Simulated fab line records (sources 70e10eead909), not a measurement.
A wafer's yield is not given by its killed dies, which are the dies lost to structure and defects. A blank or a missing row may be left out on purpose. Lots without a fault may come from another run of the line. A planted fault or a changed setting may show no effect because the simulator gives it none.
Chamber matching -- flow nand harc -- 3 sister chambers for NHARC_A_SLIT_DEP_25 on pecvd-04
The step deposits SiO2, target thk 200 nm. 6 wafers are shown with their chamber, then 11 later ones without.

WAFERS PAIRED WITH THEIR CHAMBERS
wafer,chamber,heater power outer w (W),showerhead vpp V (V)
L081.5,1,237,1818
L085.5,0,369,1771
L086.2,0,393,1775
L086.4,2,231,1916
L086.5,1,224,1824
L089.1,2,221,1934

WAFERS WHOSE CHAMBER IS MISSING
wafer,heater power outer w (W),showerhead vpp V (V)
L089.3,402,1802
L089.4,198,1810
L090.4,153,1941
L090.5,269,1828
L090.6,404,1793
L096.1,208,1782
L096.5,215,1824
L096.6,227,1933
L097.1,362,1743
L097.2,240,1912
L097.6,174,1839

THE CHAMBER EACH PASSED THROUGH
wafer,from the rows above,in truth
L089.3,0,0
L089.4,1,1
L090.4,2,2
L090.5,1,1
L090.6,0,0
L096.1,1,1
L096.5,1,1
L096.6,2,2
L097.1,0,0
L097.2,2,2
L097.6,1,1
Correctly placed: 11 of 11. From these rows, 0 cannot be placed. Wrongly placed: 0.
How it was worked out, from the rows above alone: a wafer's distance from a chamber is the root of the sum, over the readings, of the square of ((its reading less the chamber's mean) divided by the reading's scatter). If the next closest chamber is less than 2 further off than the closest, the wafer can't be placed; otherwise it belongs to the closest. The mean given for a chamber averages the wafers shown for that chamber. The scatter is the square root of a quotient: the sum, over the shown wafers, of each reading's squared deviation from its chamber's mean, divided by wafers minus chambers.
